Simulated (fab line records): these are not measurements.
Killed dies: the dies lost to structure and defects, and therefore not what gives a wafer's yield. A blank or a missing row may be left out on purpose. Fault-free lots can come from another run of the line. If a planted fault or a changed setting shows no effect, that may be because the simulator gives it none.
fab line records	flow nandHarc	part 2 of 2: steps 5 to 6 of 6
record: lots: 21	wafers: 63	lastDay: 27
route steps=1159 shown A_STAIRCASE@552
lots that met no fault: from a run of the same line without faults
startH: hours from the record's first day to the start of the lot's first wafer shown	waitH: hours elapsed since this lot's preceding step	" as in the row above	L1.1+2: a row that stands for several wafers	- either no value or no given start	* or withheld: withheld	< > ~ a bound
route shown NAME@n: NAME is a module with steps in the file, n the number in the route of the first one	usual: mean and standard deviation over wafers with no fault	same: alike in all rows	chamber/n: place in a boat	sites: per-site readings	_std_site: standard deviation of those values	_edge_site: mean of outer sites minus mean of inner sites	radiusMm: for every site, how far away it sits from the centre of the wafer	mask NAME#n: copy n	behind: tool/chamber where the wafer was last shaped	hold: reason for holding the lot/hours on hold/outcome of the hold	device: the n, p or np transistor that did not switch	end of line: tests run on the same wafers once the route is complete	a step given without rows: its recipe and nothing more	killed: dies that structure and defects cost at the first sort, which is not the same as the wafer's yield	map: a wafer's dies, x killed, . not, _ none there
set.NAME: the setting that was run; set.NAME@STEP: the one run at that earlier step	model.NAME: the simulator's own value behind a step, which no gauge read
the route's steps for a sample of lots (tables are steps, rows are wafers)
services: the hour from which a tool's chamber was out of use, counted from the record's first day as startH (under 0 if before that day), plus the number of hours and why
== steps ==
step: NHARC_A_STAIRCASE_TRIM_200
recipe: timeS: 211.2	o2FlowSccm: 500	arFlowSccm: 0	biasW: 0	chemistry: O2
usual: drypumpMotorCurrentA: 5.5/0.41	oesProductAu: 1.000/0.0098	rfVppV: 57.7/0.97	showerheadPlenumPTorr: 3.50/0.15	throttleValvePct: 17.036/0.0089
same: biasW: 0
lot.wafer	tool	chamber	startH	waitH	drypumpMotorCurrentA	oesProductAu	rfHoursCounterH	rfVppV	showerheadPlenumPTorr	throttleValvePct
L074.1	rieDiel-13	3	-	-	6.5	0.993	45	56.3	3.28	17.029
L074.5	"	1	"	"	5.3	0.997	-	57.7	3.46	17.044
L074.6	"	3	"	"	6.6	0.998	-	56.6	3.28	17.046
L075.2	rieDiel-13	2	-	-	5.7	0.998	55	57.6	3.34	17.018
L075.3	"	3	"	"	6.5	0.996	57	56.7	3.27	17.041
L075.6	"	3	"	"	6.5	0.990	-	57.5	3.27	17.033
L077.4	rieDiel-11	3	-	-	5.7	0.999	22	58.5	3.46	17.032
L077.1	"	2	"	"	5.8	1.001	22	59.9	3.47	17.028
L077.6	"	3	"	"	5.8	0.997	-	56.9	3.46	17.041
L078.4	rieDiel-13	3	-	-	6.5	0.982	60	57.2	3.27	17.033
L078.1	"	0	"	"	5.4	0.985	57	57.3	3.60	17.022
L078.5	"	1	"	"	5.3	0.992	-	57.1	3.45	17.032
L079.4	rieDiel-09	3	-	-	5.2	1.006	1	57.0	3.56	17.050
L079.6	"	0	"	"	4.8	0.992	-	56.8	3.36	17.039
L079.5	"	1	"	"	5.4	1.013	-	59.0	3.81	17.044
L082.4	rieDiel-11	0	-	-	5.5	1.007	36	56.3	3.32	17.044
L082.2	"	1	"	"	5.7	1.019	33	57.0	3.57	17.018
L082.6	"	0	"	"	5.5	1.020	-	57.0	3.32	17.036
L080.1	rieDiel-09	3	-	-	5.3	1.007	14	59.1	3.55	17.023
L080.2	"	0	"	"	4.8	0.992	11	55.6	3.35	17.056
L080.4	"	0	"	"	4.8	0.989	-	56.2	3.35	17.034
L084.3	rieDiel-09	2	-	-	5.3	0.997	12	57.4	3.56	17.035
L084.1	"	3	"	"	5.2	1.006	15	55.4	3.55	17.031
L084.5	"	2	"	"	5.3	0.995	-	57.3	3.56	17.047
L088.2	rieDiel-13	1	-	-	5.4	0.992	11	57.8	3.44	17.035
L088.6	"	3	"	"	6.5	0.992	-	58.9	3.80	17.047
L088.5	"	0	"	"	5.4	0.994	-	58.0	3.59	17.025
L086.2	rieDiel-09	2	-	-	5.3	0.980	17	57.9	3.55	17.032
L086.4	"	3	"	"	5.3	1.004	21	58.3	3.54	17.022
L086.6	"	3	"	"	5.3	1.002	-	56.6	3.54	17.035
L085.4	rieDiel-11	0	-	-	5.5	1.004	48	56.3	3.32	17.040
L085.6	"	3	"	"	5.8	1.010	-	57.0	3.45	17.032
L085.5	"	0	"	"	5.5	1.003	-	56.3	3.32	17.024
L087.4	rieDiel-13	0	-	-	5.4	1.007	16	57.8	3.59	17.035
L087.5	"	2	"	"	5.7	1.011	-	57.9	3.32	17.034
L087.6	"	3	"	"	6.5	1.009	-	59.0	3.80	17.029
L089.3	rieDiel-09	1	-	-	5.4	0.985	21	57.3	3.80	17.036
L089.2	"	2	"	"	5.3	1.006	24	57.8	3.55	17.046
L089.6	"	0	"	"	4.8	1.000	-	57.2	3.34	17.044
L090.1	rieDiel-11	2	-	-	5.7	1.005	52	57.8	3.45	17.034
L090.2	"	0	"	"	5.5	1.005	52	56.5	3.32	17.029
L090.5	"	2	"	"	5.8	1.004	-	56.1	3.45	17.028
L091.1	rieDiel-09	0	-	-	4.9	0.999	31	58.6	3.34	17.046
L091.4	"	1	"	"	5.4	0.990	23	58.7	3.79	17.051
L091.3	"	2	"	"	5.3	0.993	27	57.1	3.55	17.034
L092.2	rieDiel-13	3	-	-	6.5	0.996	21	59.0	3.80	17.022
L092.5	"	0	"	"	5.4	1.012	-	58.3	3.58	17.015
L092.6	"	1	"	"	5.4	0.992	-	58.6	3.44	17.048
L094.1	rieDiel-11	3	-	-	5.8	1.005	57	58.1	3.44	17.035
L094.6	"	2	"	"	5.8	1.017	-	58.4	3.45	17.041
L094.5	"	3	"	"	5.8	1.003	-	57.2	3.44	17.043
L093.2	rieDiel-09	1	-	-	5.4	0.994	30	59.0	3.79	17.030
L093.1	"	2	"	"	5.3	0.998	33	58.1	3.54	17.043
L093.5	"	3	"	"	5.2	1.011	-	57.9	3.53	17.032
L095.2	rieDiel-09	2	-	-	5.3	1.011	35	57.1	3.54	17.027
L095.1	"	0	"	"	4.9	1.012	33	56.9	3.34	17.031
L095.6	"	1	"	"	5.4	0.991	-	58.6	3.79	17.038
L096.2	rieDiel-09	1	-	-	5.4	0.981	33	58.7	3.79	17.028
L096.5	"	2	"	"	5.3	0.989	-	56.6	3.54	17.040
L096.6	"	0	"	"	4.8	0.990	-	59.1	3.34	17.023
L097.4	rieDiel-09	3	-	-	5.2	1.010	43	58.6	3.53	17.031
L097.3	"	2	"	"	5.3	0.989	41	57.2	3.54	17.033
L097.6	"	0	"	"	4.8	0.993	-	57.5	3.34	17.021
step: NHARC_A_STAIRCASE_TRIM_224
recipe: timeS: 211.2	o2FlowSccm: 500	arFlowSccm: 0	biasW: 0	chemistry: O2
usual: drypumpMotorCurrentA: 5.7/0.36	oesProductAu: 1.005/0.0086	rfVppV: 57.6/0.88	showerheadPlenumPTorr: 3.48/0.15	throttleValvePct: 17.037/0.0087
same: biasW: 0
lot.wafer	tool	chamber	startH	waitH	drypumpMotorCurrentA	oesProductAu	rfHoursCounterH	rfVppV	showerheadPlenumPTorr	throttleValvePct
L074.1	rieDiel-11	0	-	-	5.5	1.013	10	56.6	3.34	17.043
L074.6	"	3	"	"	5.8	1.018	-	58.0	3.47	17.037
L074.5	"	0	"	"	5.5	1.010	-	56.9	3.34	17.037
L075.2	rieDiel-13	0	-	-	5.4	0.982	57	58.6	3.60	17.033
L075.3	"	1	"	"	5.4	0.994	57	57.5	3.45	17.042
L075.6	"	3	"	"	6.5	0.996	-	57.7	3.27	17.037
L077.1	rieDiel-11	1	-	-	5.7	1.007	21	58.9	3.57	17.034
L077.4	"	3	"	"	5.8	1.001	24	58.3	3.46	17.035
L077.6	"	1	"	"	5.7	1.006	-	58.0	3.57	17.027
L078.1	rieDiel-11	0	-	-	5.5	1.016	25	58.2	3.33	17.050
L078.4	"	1	"	"	5.7	1.006	22	58.0	3.57	17.031
L078.5	"	1	"	"	5.7	1.014	-	57.8	3.57	17.057
L079.4	rieDiel-13	2	-	-	5.7	1.004	60	56.9	3.33	17.027
L079.6	"	2	"	"	5.7	1.002	-	58.8	3.33	17.039
L079.5	"	3	"	"	6.6	0.985	-	55.4	3.27	17.038
L082.2	rieDiel-13	3	-	-	6.5	0.994	3	58.4	3.81	17.032
L082.4	"	0	"	"	5.5	1.011	3	58.7	3.59	17.028
L082.6	"	3	"	"	6.5	1.000	-	58.9	3.81	17.024
L080.4	rieDiel-13	3	-	-	6.6	0.997	6	58.6	3.80	17.048
L080.1	"	0	"	"	5.4	1.018	6	57.1	3.59	17.037
L080.2	"	1	"	"	5.4	1.011	7	58.8	3.45	17.038
L084.1	rieDiel-11	2	-	-	5.8	1.003	40	58.2	3.46	17.039
L084.3	"	0	"	"	5.5	1.012	42	58.2	3.32	17.025
L084.5	"	2	"	"	5.8	1.009	-	57.7	3.46	17.035
L088.2	rieDiel-11	1	-	-	5.7	1.009	43	56.6	3.56	17.035
L088.5	"	2	"	"	5.7	1.009	-	56.5	3.45	17.035
L088.6	"	3	"	"	5.8	1.010	-	58.8	3.45	17.014
L086.2	rieDiel-13	1	-	-	5.3	1.001	12	58.0	3.44	17.034
L086.4	"	2	"	"	5.7	1.010	11	57.6	3.33	17.034
L086.6	"	1	"	"	5.4	1.001	-	57.5	3.44	17.032
L085.4	rieDiel-09	3	-	-	5.3	1.009	26	59.1	3.54	17.044
L085.5	"	0	"	"	4.8	1.003	-	56.2	3.35	17.037
L085.6	"	1	"	"	5.4	0.995	-	58.2	3.80	17.030
L087.4	rieDiel-11	1	-	-	5.7	1.005	49	57.9	3.56	17.033
L087.5	"	2	"	"	5.8	1.010	-	57.2	3.45	17.031
L087.6	"	3	"	"	5.8	1.008	-	57.1	3.44	17.027
L089.3	rieDiel-13	3	-	-	6.6	1.004	17	58.2	3.80	17.037
L089.2	"	0	"	"	5.5	1.006	18	57.5	3.58	17.027
L089.6	"	3	"	"	6.5	0.992	-	57.1	3.80	17.052
L090.2	rieDiel-11	3	-	-	5.8	1.020	53	56.9	3.44	17.045
L090.1	"	0	"	"	5.5	1.016	53	56.5	3.32	17.032
L090.5	"	2	"	"	5.8	1.015	-	59.4	3.45	17.037
L091.3	rieDiel-11	0	-	-	5.5	1.012	56	56.2	3.31	17.014
L091.1	"	1	"	"	5.7	1.011	53	57.8	3.55	17.031
L091.4	"	3	"	"	5.8	1.007	55	57.4	3.44	17.052
L092.2	rieDiel-11	2	-	-	5.8	1.005	56	58.2	3.45	17.042
L092.5	"	2	"	"	5.8	1.002	-	57.2	3.45	17.052
L092.6	"	3	"	"	5.7	0.999	-	56.9	3.44	17.025
L094.1	rieDiel-11	0	-	-	5.5	1.020	60	57.1	3.31	17.036
L094.6	"	0	"	"	5.5	1.018	-	56.7	3.31	17.034
L094.5	"	1	"	"	5.7	1.018	-	57.0	3.55	17.040
L093.1	rieDiel-11	3	-	-	5.8	0.995	64	57.8	3.44	17.032
L093.2	"	1	"	"	5.7	1.014	60	58.0	3.55	17.032
L093.5	"	0	"	"	5.5	1.013	-	57.2	3.31	17.040
L095.2	rieDiel-13	3	-	-	6.5	1.000	33	58.3	3.79	17.051
L095.1	"	1	"	"	5.4	0.994	33	57.8	3.43	17.044
L095.6	"	3	"	"	6.5	0.994	-	58.3	3.79	17.041
L096.2	rieDiel-13	1	-	-	5.4	0.998	34	57.0	3.43	17.028
L096.6	"	2	"	"	5.7	1.019	-	56.4	3.31	17.036
L096.5	"	3	"	"	6.5	0.991	-	58.6	3.79	17.039
L097.4	rieDiel-13	2	-	-	5.7	1.017	37	56.7	3.31	17.048
L097.3	"	0	"	"	5.5	1.011	36	57.3	3.57	17.044
L097.6	"	1	"	"	5.4	1.001	-	56.9	3.43	17.050
== services ==
tool	chamber	startH	hours	kind
rieDiel-13	0	206.34	-	clean
rieDiel-13	1	206.34	-	clean
rieDiel-13	2	206.34	-	clean
rieDiel-13	3	206.34	-	clean
rieDiel-13	2	225.68	4.4	repair
rieDiel-13	0	231.24	-	clean
rieDiel-13	1	231.24	-	clean
rieDiel-13	2	231.24	-	clean
rieDiel-13	3	231.24	-	clean
rieDiel-11	1	241.89	9.1	repair
rieDiel-09	-	254.15	9.0	pm
rieDiel-13	0	255.74	-	clean
rieDiel-13	1	255.74	-	clean
rieDiel-13	2	255.74	-	clean
rieDiel-13	3	255.74	-	clean
rieDiel-13	-	276.20	9.0	pm
rieDiel-13	0	276.20	9.0	ventCycle
rieDiel-13	1	276.20	9.0	ventCycle
rieDiel-13	2	276.20	9.0	ventCycle
rieDiel-13	3	276.20	9.0	ventCycle
rieDiel-13	0	285.20	-	clean
rieDiel-09	1	290.16	10.6	repair
rieDiel-09	-	350.67	2.0	repair
rieDiel-11	-	366.68	9.0	pm
